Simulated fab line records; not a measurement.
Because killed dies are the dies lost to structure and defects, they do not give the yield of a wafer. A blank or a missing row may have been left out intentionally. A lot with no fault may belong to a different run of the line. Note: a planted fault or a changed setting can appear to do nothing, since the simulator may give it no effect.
fab line records / flow n5-finfet
record lots=5 wafers=15 last-day=19
route steps=1938 shown HKMG_FIN@415
lots untouched by any fault: they come from a run of this same line in which no faults occurred
start-h: the number of hours between the record's first day and the start of the first shown wafer of the lot / wait-h: hours elapsed since this lot's preceding step / " the same as in the row above / L1.1+2: a row that stands for several wafers / - no value, or no start given / * or withheld: withheld / < > ~ a bound
route shown NAME@n: NAME is a module with steps in the file, n the number in the route of the first one / usual: mean/standard deviation taken from wafers without a fault / same: alike in all rows / chamber/n: place in a boat / sites: each site's reading / _std_site: standard deviation of those values / _edge_site: outer sites' mean less inner sites' / radius-mm: for every site, how far away it sits from the centre of the wafer / mask NAME#n: copy n / behind: the most recent tool/chamber to have shaped the wafer / hold: what put the lot on hold/how long, in hours/how the hold closed / device: whichever transistor did not switch (one of n, p or np) / end of line: at the end of the route, the tests of the same wafers / a step given without rows: its recipe and nothing more / killed: the dies lost at the first sort to structure and to defects; this is not the yield of the wafer / map: dies across one wafer; x = killed, . = not, _ = none there
set.NAME: the setting as run; set.NAME@STEP: as run at that earlier step / model.NAME: the simulator's own value behind a step, which no gauge read
lots seen at some steps along the route; tables by step, rows by wafer
services: from which hour (start-h, from the record's first day; less than 0 if before it) a tool's chamber was out of use, for how many hours, and why
## steps
# step N5_HKMG_FIN_PRECLEAN_64
# recipe chemistry=dHF time-s=30 temp-c=25 dilution=withheld
# step N5_HKMG_FIN_WET_ETCH_65
# recipe chemistry=TMAH temp-c=70 conc-wt-pct=5 target=a-Si stop-on=TiN time-s=49 target-depth-nm=3
# step N5_HKMG_FIN_WET_ETCH_81
# recipe chemistry=SC1 target=TiN stop-on=HfO2 mix=1:1:5 temp-c=60 time-s=57 target-depth-nm=6
# step N5_HKMG_FIN_WET_ETCH_82
# recipe chemistry=dHCl mix=1:10000 temp-c=25 target=La2O3 stop-on=HfO2 target-depth-nm=2 dry=ipa-marangoni rinse-time-s=30 rinse-temp-c=23
# step N5_HKMG_FIN_ALD_36
# recipe material=TiN target-thk-a=10 temp-c=400 ald-precursor-family=TiCl4 ald-co-reactant=NH3 pulse-time-s=1 purge-time-s=3 co-reactant-purge-time-s=2 co-reactant-pulse-time-s=2 ald-cycles=47 pressure-torr=3
# usual heater-power-w=866/83 precursor-pulse-height-rel=1.000/0.022
lot.wafer=L894.1 tool=ald-metal-04 chamber=0 start-h=85.82 wait-h=0.0 heater-power-w=731 precursor-pulse-height-rel=0.969 since-wet-clean-h=5903
lot.wafer=L894.4 tool=ald-metal-04 chamber=1 start-h=85.82 wait-h=0.0 heater-power-w=816 precursor-pulse-height-rel=1.011 since-wet-clean-h=5903
lot.wafer=L894.6 tool=ald-metal-04 chamber=2 start-h=85.82 wait-h=0.0 heater-power-w=934 precursor-pulse-height-rel=1.067 since-wet-clean-h=-
lot.wafer=L897.1 tool=ald-metal-02 chamber=1 start-h=99.23 wait-h=0.0 heater-power-w=912 precursor-pulse-height-rel=0.988 since-wet-clean-h=1301
lot.wafer=L897.2 tool=ald-metal-02 chamber=3 start-h=99.23 wait-h=0.0 heater-power-w=908 precursor-pulse-height-rel=1.001 since-wet-clean-h=1301
lot.wafer=L897.5 tool=ald-metal-02 chamber=1 start-h=99.23 wait-h=0.0 heater-power-w=900 precursor-pulse-height-rel=1.007 since-wet-clean-h=-
lot.wafer=L912.3 tool=ald-metal-04 chamber=1 start-h=186.87 wait-h=0.0 heater-power-w=797 precursor-pulse-height-rel=1.020 since-wet-clean-h=6004
lot.wafer=L912.5 tool=ald-metal-04 chamber=0 start-h=186.87 wait-h=0.0 heater-power-w=737 precursor-pulse-height-rel=0.972 since-wet-clean-h=-
lot.wafer=L912.6 tool=ald-metal-04 chamber=3 start-h=186.87 wait-h=0.0 heater-power-w=758 precursor-pulse-height-rel=1.014 since-wet-clean-h=-
lot.wafer=L914.1 tool=ald-metal-03 chamber=1 start-h=199.70 wait-h=0.0 heater-power-w=897 precursor-pulse-height-rel=1.007 since-wet-clean-h=2940
lot.wafer=L914.2 tool=ald-metal-03 chamber=3 start-h=199.70 wait-h=0.0 heater-power-w=945 precursor-pulse-height-rel=0.998 since-wet-clean-h=2940
lot.wafer=L914.6 tool=ald-metal-03 chamber=2 start-h=199.70 wait-h=0.0 heater-power-w=916 precursor-pulse-height-rel=0.988 since-wet-clean-h=-
lot.wafer=L916.1 tool=ald-metal-02 chamber=2 start-h=210.85 wait-h=0.0 heater-power-w=994 precursor-pulse-height-rel=1.022 since-wet-clean-h=1412
lot.wafer=L916.3 tool=ald-metal-02 chamber=3 start-h=210.85 wait-h=0.0 heater-power-w=897 precursor-pulse-height-rel=1.025 since-wet-clean-h=1412
lot.wafer=L916.5 tool=ald-metal-02 chamber=2 start-h=210.85 wait-h=0.0 heater-power-w=951 precursor-pulse-height-rel=1.021 since-wet-clean-h=-
# step N5_HKMG_FIN_THK_MEAS_70
# recipe thk-meas-gauge=xrf reads=HfO2_of_HKMG_FIN_HK_ALD_01
# usual HK_THK=1.593/0.018
lot.wafer=L894.1 tool=film-metro-01 chamber=- start-h=86.10 wait-h=0.2 HK_THK[nm]=1.582
lot.wafer=L894.4 tool=film-metro-01 chamber=- start-h=86.10 wait-h=0.2 HK_THK[nm]=1.599
lot.wafer=L894.6 tool=film-metro-01 chamber=- start-h=86.10 wait-h=0.2 HK_THK[nm]=1.585
lot.wafer=L897.1 tool=film-metro-01 chamber=- start-h=99.52 wait-h=0.2 HK_THK[nm]=1.573
lot.wafer=L897.2 tool=film-metro-01 chamber=- start-h=99.52 wait-h=0.2 HK_THK[nm]=1.587
lot.wafer=L897.5 tool=film-metro-01 chamber=- start-h=99.52 wait-h=0.2 HK_THK[nm]=1.593
lot.wafer=L912.3 tool=film-metro-01 chamber=- start-h=187.15 wait-h=0.2 HK_THK[nm]=1.577
lot.wafer=L912.5 tool=film-metro-01 chamber=- start-h=187.15 wait-h=0.2 HK_THK[nm]=1.606
lot.wafer=L912.6 tool=film-metro-01 chamber=- start-h=187.15 wait-h=0.2 HK_THK[nm]=1.556
lot.wafer=L914.1 tool=film-metro-02 chamber=- start-h=199.98 wait-h=0.2 HK_THK[nm]=1.626
lot.wafer=L914.2 tool=film-metro-02 chamber=- start-h=199.98 wait-h=0.2 HK_THK[nm]=1.609
lot.wafer=L914.6 tool=film-metro-02 chamber=- start-h=199.98 wait-h=0.2 HK_THK[nm]=1.590
lot.wafer=L916.1 tool=film-metro-02 chamber=- start-h=211.13 wait-h=0.2 HK_THK[nm]=1.616
lot.wafer=L916.3 tool=film-metro-02 chamber=- start-h=211.13 wait-h=0.2 HK_THK[nm]=1.607
lot.wafer=L916.5 tool=film-metro-02 chamber=- start-h=211.13 wait-h=0.2 HK_THK[nm]=1.614
# step N5_HKMG_FIN_PWFM_ALD_03
# recipe material=TiN target-thk-a=20 temp-c=400 ald-precursor-family=TiCl4 ald-co-reactant=NH3 pulse-time-s=1 purge-time-s=3 co-reactant-purge-time-s=2 co-reactant-pulse-time-s=2 ald-cycles=91 pressure-torr=3
# usual heater-power-w=865/87 precursor-pulse-height-rel=1.000/0.02
lot.wafer=L894.1 tool=ald-metal-03 chamber=1 start-h=86.14 wait-h=0.0 heater-power-w=906 precursor-pulse-height-rel=1.002 since-wet-clean-h=2826
lot.wafer=L894.4 tool=ald-metal-03 chamber=0 start-h=86.14 wait-h=0.0 heater-power-w=740 precursor-pulse-height-rel=0.981 since-wet-clean-h=2826
lot.wafer=L894.6 tool=ald-metal-03 chamber=1 start-h=86.14 wait-h=0.0 heater-power-w=912 precursor-pulse-height-rel=0.972 since-wet-clean-h=-
lot.wafer=L897.1 tool=ald-metal-03 chamber=1 start-h=99.56 wait-h=0.0 heater-power-w=910 precursor-pulse-height-rel=0.997 since-wet-clean-h=2839
lot.wafer=L897.2 tool=ald-metal-03 chamber=0 start-h=99.56 wait-h=0.0 heater-power-w=756 precursor-pulse-height-rel=0.984 since-wet-clean-h=2839
lot.wafer=L897.5 tool=ald-metal-03 chamber=0 start-h=99.56 wait-h=0.0 heater-power-w=735 precursor-pulse-height-rel=1.001 since-wet-clean-h=-
lot.wafer=L912.3 tool=ald-metal-02 chamber=1 start-h=187.19 wait-h=0.0 heater-power-w=893 precursor-pulse-height-rel=1.022 since-wet-clean-h=1389
lot.wafer=L912.5 tool=ald-metal-02 chamber=2 start-h=187.19 wait-h=0.0 heater-power-w=979 precursor-pulse-height-rel=1.015 since-wet-clean-h=-
lot.wafer=L912.6 tool=ald-metal-02 chamber=3 start-h=187.19 wait-h=0.0 heater-power-w=904 precursor-pulse-height-rel=0.958 since-wet-clean-h=-
lot.wafer=L914.1 tool=ald-metal-04 chamber=3 start-h=200.02 wait-h=0.0 heater-power-w=759 precursor-pulse-height-rel=1.022 since-wet-clean-h=6017
lot.wafer=L914.2 tool=ald-metal-04 chamber=0 start-h=200.02 wait-h=0.0 heater-power-w=751 precursor-pulse-height-rel=0.998 since-wet-clean-h=6017
lot.wafer=L914.6 tool=ald-metal-04 chamber=0 start-h=200.02 wait-h=0.0 heater-power-w=741 precursor-pulse-height-rel=1.012 since-wet-clean-h=-
lot.wafer=L916.1 tool=ald-metal-04 chamber=0 start-h=211.17 wait-h=0.0 heater-power-w=738 precursor-pulse-height-rel=0.976 since-wet-clean-h=6028
lot.wafer=L916.3 tool=ald-metal-04 chamber=3 start-h=211.17 wait-h=0.0 heater-power-w=759 precursor-pulse-height-rel=1.005 since-wet-clean-h=6028
lot.wafer=L916.5 tool=ald-metal-04 chamber=3 start-h=211.17 wait-h=0.0 heater-power-w=745 precursor-pulse-height-rel=0.991 since-wet-clean-h=-
# step N5_HKMG_FIN_COAT_29
# recipe resist=SOC temp-c=250 time-s=60 spin-rpm=1500 resist-thk-nm=300
# step N5_HKMG_FIN_COAT_30
# recipe resist=SiARC temp-c=220 time-s=60 spin-rpm=1500 resist-thk-nm=35
# step N5_HKMG_FIN_COAT_06
# recipe resist=CAR-ArF spin-rpm=1500 resist-thk-nm=90
# step N5_HKMG_FIN_EBR_08
# recipe solvent=PGMEA ebr-width-mm=1.5
# step N5_HKMG_FIN_SOFTBAKE_07
# recipe temp-c=110 time-s=60 resist=CAR-ArF
# step N5_HKMG_FIN_EXPOSE_09
# recipe mask-id=NWFM na=1.35 source-shape=conventional sigma-outer=0.8 polarization=unpolarized dose-mj=39.25
# usual exposure-dose-mJ-cm2=39.24/0.039 reticle-temp-C=22.99/0.11
lot.wafer=L894.1 tool=arfi-scanner-01 chamber=0 start-h=86.73 wait-h=- mask=NWFM#0 exposure-dose-mJ-cm2=39.21 reticle-temp-C=23.07
lot.wafer=L894.4 tool=arfi-scanner-01 chamber=0 start-h=86.73 wait-h=- mask=NWFM#0 exposure-dose-mJ-cm2=39.22 reticle-temp-C=23.10
lot.wafer=L894.6 tool=arfi-scanner-01 chamber=0 start-h=86.73 wait-h=- mask=NWFM#0 exposure-dose-mJ-cm2=39.24 reticle-temp-C=22.99
lot.wafer=L897.1 tool=arfi-scanner-03 chamber=0 start-h=100.15 wait-h=- mask=NWFM#0 exposure-dose-mJ-cm2=39.29 reticle-temp-C=22.95
lot.wafer=L897.2 tool=arfi-scanner-03 chamber=0 start-h=100.15 wait-h=- mask=NWFM#0 exposure-dose-mJ-cm2=39.30 reticle-temp-C=22.82
lot.wafer=L897.5 tool=arfi-scanner-03 chamber=0 start-h=100.15 wait-h=- mask=NWFM#0 exposure-dose-mJ-cm2=39.28 reticle-temp-C=22.98
lot.wafer=L912.3 tool=arfi-scanner-01 chamber=0 start-h=187.79 wait-h=- mask=NWFM#0 exposure-dose-mJ-cm2=39.24 reticle-temp-C=23.03
lot.wafer=L912.5 tool=arfi-scanner-01 chamber=0 start-h=187.79 wait-h=- mask=NWFM#0 exposure-dose-mJ-cm2=39.19 reticle-temp-C=22.94
lot.wafer=L912.6 tool=arfi-scanner-01 chamber=0 start-h=187.79 wait-h=- mask=NWFM#0 exposure-dose-mJ-cm2=39.25 reticle-temp-C=22.86
lot.wafer=L914.1 tool=arfi-scanner-03 chamber=0 start-h=200.61 wait-h=- mask=NWFM#0 exposure-dose-mJ-cm2=40.27 reticle-temp-C=23.10
lot.wafer=L914.2 tool=arfi-scanner-03 chamber=0 start-h=200.61 wait-h=- mask=NWFM#0 exposure-dose-mJ-cm2=40.24 reticle-temp-C=23.06
lot.wafer=L914.6 tool=arfi-scanner-03 chamber=0 start-h=200.61 wait-h=- mask=NWFM#0 exposure-dose-mJ-cm2=40.33 reticle-temp-C=23.01
lot.wafer=L916.1 tool=arfi-scanner-01 chamber=0 start-h=211.88 wait-h=- mask=NWFM#0 exposure-dose-mJ-cm2=39.21 reticle-temp-C=22.91
lot.wafer=L916.3 tool=arfi-scanner-01 chamber=0 start-h=211.88 wait-h=- mask=NWFM#0 exposure-dose-mJ-cm2=39.23 reticle-temp-C=22.98
lot.wafer=L916.5 tool=arfi-scanner-01 chamber=0 start-h=211.88 wait-h=- mask=NWFM#0 exposure-dose-mJ-cm2=39.20 reticle-temp-C=22.96
# step N5_HKMG_FIN_PEB_10
# recipe peb-temp-c=withheld peb-time-s=60 resist=CAR-ArF
# step N5_HKMG_FIN_DEVELOP_11
# recipe develop-time-s=30 developer=TMAH resist=CAR-ArF dev-temp-c=23 rinse-liquid=diw dry=air-spin
# step N5_HKMG_FIN_CD_MEAS_12
# recipe target-cd-nm=92.8 landing-energy-ev=500 detector=se-inlens
# usual cd-nm=92.9/0.65
lot.wafer=L894.1 tool=cd-sem-02 chamber=0 start-h=86.85 wait-h=- cd-nm=92.7
lot.wafer=L894.4 tool=cd-sem-02 chamber=0 start-h=86.85 wait-h=- cd-nm=93.3
lot.wafer=L894.6 tool=cd-sem-02 chamber=0 start-h=86.85 wait-h=- cd-nm=93.7
lot.wafer=L897.1 tool=cd-sem-01 chamber=0 start-h=100.27 wait-h=- cd-nm=93.6
lot.wafer=L897.2 tool=cd-sem-01 chamber=0 start-h=100.27 wait-h=- cd-nm=93.4
lot.wafer=L897.5 tool=cd-sem-01 chamber=0 start-h=100.27 wait-h=- cd-nm=93.6
lot.wafer=L912.3 tool=cd-sem-01 chamber=0 start-h=187.91 wait-h=- cd-nm=93.4
lot.wafer=L912.5 tool=cd-sem-01 chamber=0 start-h=187.91 wait-h=- cd-nm=94.1
lot.wafer=L912.6 tool=cd-sem-01 chamber=0 start-h=187.91 wait-h=- cd-nm=92.7
lot.wafer=L914.1 tool=cd-sem-02 chamber=0 start-h=200.73 wait-h=- cd-nm=85.7
lot.wafer=L914.2 tool=cd-sem-02 chamber=0 start-h=200.73 wait-h=- cd-nm=89.4
lot.wafer=L914.6 tool=cd-sem-02 chamber=0 start-h=200.73 wait-h=- cd-nm=86.8
lot.wafer=L916.1 tool=cd-sem-01 chamber=0 start-h=212.01 wait-h=- cd-nm=92.9
lot.wafer=L916.3 tool=cd-sem-01 chamber=0 start-h=212.01 wait-h=- cd-nm=92.9
lot.wafer=L916.5 tool=cd-sem-01 chamber=0 start-h=212.01 wait-h=- cd-nm=92.8
# step N5_HKMG_FIN_OVL_MEAS_13
# recipe points-per-wafer=44
# usual NWFM_OVL=0.0/0.85
# same points-per-wafer=44
lot.wafer=L894.1 tool=overlay-02 chamber=0 start-h=86.88 wait-h=0.0 NWFM_OVL[nm]=-1.2
lot.wafer=L894.4 tool=overlay-02 chamber=0 start-h=86.88 wait-h=0.0 NWFM_OVL[nm]=-1.9
lot.wafer=L894.6 tool=overlay-02 chamber=0 start-h=86.88 wait-h=0.0 NWFM_OVL[nm]=-1.2
lot.wafer=L897.1 tool=overlay-02 chamber=0 start-h=100.30 wait-h=0.0 NWFM_OVL[nm]=-0.1
lot.wafer=L897.2 tool=overlay-02 chamber=0 start-h=100.30 wait-h=0.0 NWFM_OVL[nm]=-0.2
lot.wafer=L897.5 tool=overlay-02 chamber=0 start-h=100.30 wait-h=0.0 NWFM_OVL[nm]=1.0
lot.wafer=L912.3 tool=overlay-01 chamber=0 start-h=187.93 wait-h=0.0 NWFM_OVL[nm]=1.3
lot.wafer=L912.5 tool=overlay-01 chamber=0 start-h=187.93 wait-h=0.0 NWFM_OVL[nm]=0.0
lot.wafer=L912.6 tool=overlay-01 chamber=0 start-h=187.93 wait-h=0.0 NWFM_OVL[nm]=0.3
lot.wafer=L914.1 tool=overlay-02 chamber=0 start-h=200.76 wait-h=0.0 NWFM_OVL[nm]=0.6
lot.wafer=L914.2 tool=overlay-02 chamber=0 start-h=200.76 wait-h=0.0 NWFM_OVL[nm]=-0.8
lot.wafer=L914.6 tool=overlay-02 chamber=0 start-h=200.76 wait-h=0.0 NWFM_OVL[nm]=-1.6
lot.wafer=L916.1 tool=overlay-02 chamber=0 start-h=212.04 wait-h=0.0 NWFM_OVL[nm]=0.2
lot.wafer=L916.3 tool=overlay-02 chamber=0 start-h=212.04 wait-h=0.0 NWFM_OVL[nm]=1.3
lot.wafer=L916.5 tool=overlay-02 chamber=0 start-h=212.04 wait-h=0.0 NWFM_OVL[nm]=0.5
## services
tool=ald-metal-03 chamber=- start-h=75.56 hours=2.6 kind=repair
tool=arfi-scanner-01 chamber=- start-h=78.26 hours=1.0 kind=pm
tool=ald-metal-02 chamber=- start-h=88.79 hours=1.2 kind=pm
tool=ald-metal-04 chamber=- start-h=90.06 hours=17.3 kind=repair
tool=arfi-scanner-03 chamber=- start-h=96.46 hours=0.8 kind=pm
tool=ald-metal-02 chamber=0 start-h=101.29 hours=13.8 kind=repair
tool=arfi-scanner-03 chamber=0 start-h=113.97 hours=- kind=calibration
tool=arfi-scanner-01 chamber=- start-h=134.95 hours=3.1 kind=pm
tool=arfi-scanner-03 chamber=- start-h=136.72 hours=1.4 kind=repair
tool=arfi-scanner-03 chamber=- start-h=142.99 hours=1.0 kind=pm
tool=arfi-scanner-01 chamber=- start-h=143.73 hours=1.0 kind=pm
tool=arfi-scanner-01 chamber=- start-h=156.64 hours=1.3 kind=pm
tool=arfi-scanner-03 chamber=- start-h=160.91 hours=1.3 kind=pm
tool=ald-metal-03 chamber=- start-h=177.15 hours=0.4 kind=repair
tool=arfi-scanner-01 chamber=- start-h=200.44 hours=4.8 kind=pm
tool=ald-metal-02 chamber=- start-h=203.60 hours=0.8 kind=repair
## key
first-sign step=N5_HKMG_FIN_EXPOSE_09 reading=exposure-dose-mJ-cm2 direction=up sigmas=26 usual=39.24 struck=40.28
effect step=N5_HKMG_FIN_CD_MEAS_12 reading=cd-nm direction=down sigmas=8.6 usual=92.9 struck=87.3 through=control-loop
met-at N5_HKMG_FIN_EXPOSE_09
struck-wafers L914.1,L914.2,L914.6
sort-left-out L914.1,L914.2,L914.6
tester-left-out L914
loop-trim step=N5_HKMG_FIN_EXPOSE_09 setting=dose lots=L914
onset-between 100.15 200.61
fault kind=process-parameter-drift tool=arfi-scanner-03 chamber=- onset-h=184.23 steps=N5_HKMG_FIN_EXPOSE_09 channel=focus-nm offset=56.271 spread-by-wafer=0.3 shape=step
# tester-left-out: of these lots the tester's yield and bins aren't shown, on N5 and GAA mostly nor the transistor test; their killed dies are dies lost to structure and defects alone, not to doping, threshold or leakage, so they don't give the yield
# sort-left-out: the simulated sort isn't trusted on such a fault, so these wafers' sort isn't shown, and their yield isn't known
# loop-trim: a control loop set the setting to another value than it would have without faults
